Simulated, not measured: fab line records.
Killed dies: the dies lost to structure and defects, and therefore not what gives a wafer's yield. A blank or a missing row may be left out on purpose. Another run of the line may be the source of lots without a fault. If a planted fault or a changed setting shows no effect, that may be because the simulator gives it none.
A struck lot beside a sound one | flow nandHarc | 23 out of 1159 route steps
Sound: wafers L840.3, L840.4, L840.6. Struck: wafers L848.1, L848.3, L848.5. At the end, the cause is stated.
At each step with rows: each side's tool, then ch and its chambers, then its first start. Under that, the readings that differ: sound wafers | struck wafers | difference of the means | sigmas: that difference in standard deviations of wafers without a fault.
alike: readings whose means differ by less than 2 such deviations, and words and numbers that are the same on both sides. not compared: withheld readings, readings that some wafer has no value for, bounds like >300 that may hide the same value, and numbers for which the record gives no deviation and whose values overlap.
The two part at a step that has a row with sigmas, a row that says differs or no value, or rows on one side only. When numbers do not overlap yet have no deviation, they are printed without sigmas and do not part them. A reading that every wafer of one side lacks parts them only if that side has two wafers or more.

first, 1 step without rows for these wafers: NHARC_A_SGD_CUT_ETCH_26 (etches SiO2 in dHF, target depth 45.8 nm).
NHARC_A_SGD_CUT_ETCHBACK_24: etches the open film in CH3F/O2, target depth 50 nm, time 92.857 s.
  sound on rieDiel-04 ch 2,3, day 14 14:49; struck on rieDiel-01 ch 1,2,3, day 18 09:11
  alike: drypumpMotorCurrentA, oesProductAu, rfVppV, showerheadPlenumPTorr, throttleValvePct
  not compared: rfHoursCounterH
then, 1 step without rows for these wafers: NHARC_A_SGD_CUT_STRIP_28 (strips in O2, time 20 s).
NHARC_A_SGD_CUT_INSPECT_25:
  sound: defectInspect-02 at day 14 15:04; struck: defectInspect-02 at day 18 09:30
  alike: rawDefectCount
then, 1 step without rows for these wafers: NHARC_A_SLIT_DEP_25 (deposits SiO2, target thk 200 nm).
NHARC_A_SLIT_DEP_00: deposits aC, target thk 3200 nm.
  sound on aclDep-03 ch 0, day 14 16:20; struck on aclDep-02 ch 0, day 18 12:38
  alike: susceptorTempC, throttleValvePct
NHARC_A_SLIT_DEP_23: deposits SiON, target thk 100 nm.
  sound on pecvd-01 ch 0,2, day 14 17:43; struck on pecvd-03 ch 0,1,2, day 18 14:41
  alike: heaterPowerW, susceptorTempC
then, 5 steps without rows for these wafers: NHARC_A_SLIT_DEHYDRATE_01 (time 120 s); NHARC_A_SLIT_HMDS_02 (time 30 s); NHARC_A_SLIT_COAT_03 (resist thk 90 nm); NHARC_A_SLIT_SOFTBAKE_04 (time 55 s); NHARC_A_SLIT_EBR_05.
NHARC_A_SLIT_EXPOSE_06: exposes mask SLIT.
  sound on arfiScanner-01 ch 0, day 14 18:14; struck on arfiScanner-01 ch 0, day 18 15:11
reading            | sound                | struck               | difference | sigmas
exposureDoseMJCm2  | 60.90 60.79 60.89    | 56.46 56.42 56.46    | -4.41      | -74
stageVelMmS (mm/s) | 500.43 500.39 500.28 | 499.69 499.99 499.68 | -0.58      | -2
  alike: mask
then, 2 steps without rows for these wafers: NHARC_A_SLIT_PEB_07 (peb time 65 s); NHARC_A_SLIT_DEVELOP_08 (develop time 35 s).
NHARC_A_SLIT_CD_MEAS_09 targets a cd of 300 nm.
  sound on cdSem-03 ch 0, day 14 18:22; struck on cdSem-03 ch 0
reading   | sound             | struck            | difference | sigmas
cdNm (nm) | 299.3 299.3 298.8 | 295.8 297.0 296.6 | -2.7       | -4
  not compared: hold
NHARC_A_SLIT_OVL_MEAS_10:
  sound: overlay-01 at day 14 18:27; struck: overlay-02 at day 18 17:10
reading | sound | struck                                                                  | difference                   | sigmas
hold    | - - - | awaitDispo/1.6h/release awaitDispo/1.6h/release awaitDispo/1.6h/release | no value on the sound wafers | 
  alike: overlayXNm, overlayYNm
NHARC_A_SLIT_INSPECT_11:
  sound: defectInspect-01 at day 14 18:29; struck: defectInspect-02 at day 18 17:13
reading        | sound  | struck   | difference | sigmas
rawDefectCount | 6 13 9 | 25 36 42 | +25        | +2
NHARC_A_SLIT_DESCUM_14: chemistry O2, time 3 s.
  sound on rieDiel-03 ch 0,2,3, day 14 18:33; struck on rieDiel-10 ch 0,2,3, day 18 17:17
  alike: drypumpMotorCurrentA, oesProductAu, rfVppV, showerheadPlenumPTorr, throttleValvePct
  not compared: rfHoursCounterH
NHARC_A_SLIT_ETCH_24: etches the open film in CF4/CHF3, target depth 121 nm, time 60.5 s.
  sound on rieDiel-03 ch 0,2, day 14 18:38; struck on rieDiel-10 ch 0,1,2, day 18 17:22
reading                      | sound                 | struck               | difference | sigmas
model.A_SLIT.cdOffsetNm (nm) | -1.926 -1.029 -0.3958 | -5.269 -3.498 -3.812 | -3.076     | 
  alike: drypumpMotorCurrentA, oesProductAu, rfVppV, showerheadPlenumPTorr, throttleValvePct
  not compared: rfHoursCounterH
NHARC_A_SLIT_ETCH_15: etches the open film in O2/COS, target depth 3200 nm, time 832 s.
  sound: rieDiel-03 ch 2,3; struck: rieDiel-10 ch 1,2,3
reading                      | sound                  | struck               | difference | sigmas
model.A_SLIT.cdOffsetNm (nm) | -2.227 -0.9904 -0.1699 | -6.223 -4.537 -3.473 | -3.615     | 
  alike: drypumpMotorCurrentA, oesProductAu, rfVppV, showerheadPlenumPTorr, throttleValvePct
  not compared: rfHoursCounterH
NHARC_A_SLIT_ETCH_17: etches the open film in C4F8/O2/Ar, time 1687.5 s, target depth 10100 nm.
  sound on harEtch-01 ch 0,1, day 15 06:45; struck on harEtch-02 ch 0,1, day 18 19:26
  alike: drypumpMotorCurrentA, escClampCurrentUA, showerheadPlenumPTorr, throttleValvePct
  not compared: rfHoursCounterH
after that, 1 step had no rows for these wafers: NHARC_END_SORT_01.

WHERE THEY PART
First at NHARC_A_SLIT_EXPOSE_06; last, within this record, at NHARC_A_SLIT_INSPECT_11. Later steps at which nothing parts them and some readings are alike: NHARC_A_SLIT_DESCUM_14, NHARC_A_SLIT_ETCH_24, NHARC_A_SLIT_ETCH_15, NHARC_A_SLIT_ETCH_17.

WHY: what had been put in by the simulator
Process parameter drift: arfiScanner-01, from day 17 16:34 on, at NHARC_A_SLIT_EXPOSE_06. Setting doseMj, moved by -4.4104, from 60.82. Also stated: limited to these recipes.
